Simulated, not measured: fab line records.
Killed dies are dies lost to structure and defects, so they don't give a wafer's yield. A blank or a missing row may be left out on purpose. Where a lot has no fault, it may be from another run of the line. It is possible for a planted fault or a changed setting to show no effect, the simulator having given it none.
The tool behind it: which one?    flow nandHarc    30 wafers from 10 lots sampled at 6 of the route's 1159 steps

== WHAT EACH GAUGE READ, for each wafer ==
NHARC_A_CHANNEL_HOLE_D1_INSPECT_40.
lot   measured      on                rawDefectCount
L284  day 9 00:17   defectInspect-01  57 49 54
L285  day 9 08:58   defectInspect-01  64 43 45
L286  day 9 09:27   defectInspect-01  54 50 58
L293  day 10 11:28  defectInspect-02  802 804 763
L288  day 10 15:41  defectInspect-01  767 749 747
L292  day 10 19:10  defectInspect-02  75 51 64
L295  day 11 11:48  defectInspect-01  56 47 64
L299  day 12 16:11  defectInspect-02  58 52 58
L301  day 13 00:25  defectInspect-01  56 88 57
L306  day 14 16:25  defectInspect-01  56 51 46

NHARC_END_SORT_01.
lot   measured      on         killedAtArray  killedAtOther  killedAtPeriphery  killedDies  killedOpen  killedShort
L293  day 22 02:49  prober-01  53 72 88       0 0 1          3 3 1              56 75 90    4 3 4       3 3 2
L288  day 21 18:59  prober-02  43 80 69       0 1 0          2 4 3              45 85 72    0 2 3       0 4 2

== TOOL THAT RAN EACH LOT (tool first, then ch and the chambers of the sampled wafers, then the start) ==
lot   NHARC_A_CHANNEL_HOLE_D1_ETCH_38    NHARC_A_CHANNEL_HOLE_D1_ETCH_16               NHARC_A_CHANNEL_HOLE_D1_ETCH_22  NHARC_A_CHANNEL_HOLE_D1_ETCH_24
L284  rieDiel-07 ch 1,3, day 8 15:21     rieDiel-07 ch 0,3, day 8 19:26 or earlier     harEtch-02 ch 0,1, day 8 19:26   harEtch-02 ch 0,1, day 8 20:42
L285  rieDiel-10 ch 1,2,3, day 9 02:08   rieDiel-10 ch 1,2,3, day 9 04:06 or earlier   harEtch-02 ch 0,1, day 9 04:06   harEtch-02 ch 0,1, day 9 05:22
L286  rieDiel-07 ch 0,1,2, day 9 02:22   rieDiel-07 ch 1,2, day 9 04:19 or earlier     harEtch-01 ch 0,1, day 9 04:19   harEtch-01 ch 0,1, day 9 05:34
L293  rieDiel-12 ch 1,3, day 10 04:39    rieDiel-12 ch 2,3, day 10 06:37 or earlier    harEtch-01 ch 0,1, day 10 06:37  harEtch-01 ch 0,1, day 10 07:53
L288  rieDiel-07 ch 1,3, day 10 05:20    rieDiel-07 ch 0,1, day 10 10:46 or earlier    harEtch-01 ch 0,1, day 10 10:46  harEtch-01 ch 0,1, day 10 12:03
L292  rieDiel-12 ch 1,2, day 10 07:07    rieDiel-12 ch 0,2, day 10 14:25 or earlier    harEtch-02 ch 0,1, day 10 14:25  harEtch-02 ch 0,1, day 10 15:43
L295  rieDiel-12 ch 0,2,3, day 11 05:00  rieDiel-12 ch 0,1,2, day 11 06:58 or earlier  harEtch-02 ch 0,1, day 11 06:58  harEtch-02 ch 0,1, day 11 08:13
L299  rieDiel-10 ch 0,2,3, day 12 09:15  rieDiel-10 ch 0,2, day 12 11:22 or earlier    harEtch-02 ch 1, day 12 11:22    harEtch-02 ch 1, day 12 12:37
L301  rieDiel-10 ch 1,2,3, day 12 17:38  rieDiel-10 ch 0,2,3, day 12 19:35 or earlier  harEtch-02 ch 0,1, day 12 19:35  harEtch-02 ch 0,1, day 12 20:51
L306  rieDiel-12 ch 0,1,3, day 14 01:16  rieDiel-12 ch 1,2, day 14 11:33 or earlier    harEtch-02 ch 0,1, day 14 11:33  harEtch-02 ch 0,1, day 14 12:50
- NHARC_A_CHANNEL_HOLE_D1_ETCH_38: etches the open film in CF4, target depth 39 nm, time 65 s.
- NHARC_A_CHANNEL_HOLE_D1_ETCH_16: etches the open film in O2/COS, target depth 3100 nm, time 806 s.
- NHARC_A_CHANNEL_HOLE_D1_ETCH_22: etches the open film in C4F8/O2/Ar, time 666.7 s, target depth 1600 nm.
- NHARC_A_CHANNEL_HOLE_D1_ETCH_24: etches the open film in C4F8/O2/Ar, time 906.2 s, target depth 1500 nm.

== AS READ BY THE TOOLS THEMSELVES (means over the sampled wafers that have a number; for cases with no such wafer, the mark the record gives instead) ==
NHARC_A_CHANNEL_HOLE_D1_ETCH_38.
lot   tool        drypumpMotorCurrentA (A)  oesProductAu (a.u.)  rfVppV (V)  showerheadPlenumPTorr (Torr)  throttleValvePct (%)
L284  rieDiel-07  5.8                       0.987                152.0       1.85                          13.275
L285  rieDiel-10  5.5                       1.004                151.8       1.76                          13.284
L286  rieDiel-07  6.1                       1.006                152.0       1.79                          13.283
L293  rieDiel-12  5.1                       0.997                151.2       1.75                          13.282
L288  rieDiel-07  6.2                       0.988                151.8       1.81                          13.284
L292  rieDiel-12  5.0                       0.998                152.2       1.77                          13.282
L295  rieDiel-12  5.6                       1.004                150.4       1.71                          13.282
L299  rieDiel-10  5.4                       1.009                150.7       1.74                          13.282
L301  rieDiel-10  5.4                       0.999                151.0       1.76                          13.289
L306  rieDiel-12  5.5                       0.995                150.4       1.73                          13.281

NHARC_A_CHANNEL_HOLE_D1_ETCH_16.
lot   tool        drypumpMotorCurrentA (A)  oesProductAu (a.u.)  rfVppV (V)  showerheadPlenumPTorr (Torr)  throttleValvePct (%)
L284  rieDiel-07  6.3                       0.999                315.3       3.22                          28.327
L285  rieDiel-10  5.5                       0.993                314.5       3.11                          28.331
L286  rieDiel-07  5.8                       0.997                314.4       3.19                          28.329
L293  rieDiel-12  5.3                       1.007                312.3       2.99                          28.334
L288  rieDiel-07  5.7                       0.994                317.3       3.30                          28.327
L292  rieDiel-12  5.6                       1.005                313.2       3.05                          28.333
L295  rieDiel-12  5.5                       1.005                312.8       3.08                          28.341
L299  rieDiel-10  5.6                       1.006                312.0       3.01                          28.326
L301  rieDiel-10  5.4                       0.998                313.4       3.07                          28.328
L306  rieDiel-12  5.0                       0.981                314.0       3.13                          28.333

NHARC_A_CHANNEL_HOLE_D1_ETCH_22.
lot   tool        c4f8FlowSccm (sccm)  drypumpMotorCurrentA (A)  escClampCurrentUA  showerheadPlenumPTorr (Torr)  throttleValvePct (%)
L284  harEtch-02  89.59                5.3                       0.0206             3.84                          32.151
L285  harEtch-02  89.24                5.3                       0.0206             3.84                          32.150
L286  harEtch-01  89.24                5.7                       0.0212             3.76                          32.157
L293  harEtch-01  89.21                5.8                       0.0215             3.71                          32.167
L288  harEtch-01  88.84                5.8                       0.0214             3.71                          32.152
L292  harEtch-02  89.07                5.3                       0.0206             3.83                          32.156
L295  harEtch-02  89.01                5.2                       0.0208             3.84                          32.167
L299  harEtch-02  88.83                5.0                       0.0210             3.85                          32.163
L301  harEtch-02  89.56                5.3                       0.0207             3.82                          32.157
L306  harEtch-02  89.02                5.1                       0.0209             3.82                          32.156

NHARC_A_CHANNEL_HOLE_D1_ETCH_24.
lot   tool        c4f8FlowSccm (sccm)  drypumpMotorCurrentA (A)  escClampCurrentUA  showerheadPlenumPTorr (Torr)  throttleValvePct (%)
L284  harEtch-02  93.70                5.3                       0.0206             3.84                          32.228
L285  harEtch-02  94.15                5.3                       0.0206             3.83                          32.236
L286  harEtch-01  93.72                5.7                       0.0212             3.76                          32.239
L293  harEtch-01  93.83                5.8                       0.0214             3.70                          32.231
L288  harEtch-01  93.71                5.8                       0.0215             3.70                          32.237
L292  harEtch-02  94.01                5.3                       0.0206             3.82                          32.238
L295  harEtch-02  94.02                5.1                       0.0208             3.84                          32.230
L299  harEtch-02  93.45                5.0                       0.0210             3.84                          32.230
L301  harEtch-02  93.86                5.3                       0.0207             3.81                          32.241
L306  harEtch-02  93.66                5.2                       0.0209             3.81                          32.241

== THE ANSWER, worked out from the rows above alone ==
Rule: what is usual is taken from the lots themselves. Put in order of their means at a reading, lots are off if they are a third of the lots or fewer, leave a main group of 4 or more, and stand apart from it by a gap of 3 or more times the standard deviation of the main group's means; of several such gaps the widest counts. Not used: any main group whose means are identical at the precision the tables above print for the reading. A lot without any number at a reading at which 4 lots or more have one is off too. All remaining lots with rows at the step are treated as sound. First the gauges in route order, then the tools' own readings, where a lot's mean is used as printed above. The first step at which some lot is off is used, and at that step the reading that is off furthest; a lot without a number counts as furthest.
Off, at NHARC_A_CHANNEL_HOLE_D1_INSPECT_40 on rawDefectCount: L293, L288. The main group: mean 56, standard deviation 5.5.
A tool fits if, at a process step before that reading, it ran every lot that is off, and no sound lot after the first of them. The gauges at NHARC_A_CHANNEL_HOLE_D1_INSPECT_40 aren't tried: what is off there is off at NHARC_A_CHANNEL_HOLE_D1_ETCH_22 too, on other tools, and a gauge's error can't cause that. NHARC_A_CHANNEL_HOLE_D1_ETCH_16: start missing for some lots; hours and lot order therefore follow NHARC_A_CHANNEL_HOLE_D1_ETCH_22. One fits: NHARC_A_CHANNEL_HOLE_D1_ETCH_22 and NHARC_A_CHANNEL_HOLE_D1_ETCH_24 on harEtch-01. At NHARC_A_CHANNEL_HOLE_D1_ETCH_22 its last sound lot is L286 (day 9 04:19), its first lot that is off L293 (day 10 06:37): a fault that began between those two fits.

== WHAT THE SIMULATOR HAD PUT IN ==
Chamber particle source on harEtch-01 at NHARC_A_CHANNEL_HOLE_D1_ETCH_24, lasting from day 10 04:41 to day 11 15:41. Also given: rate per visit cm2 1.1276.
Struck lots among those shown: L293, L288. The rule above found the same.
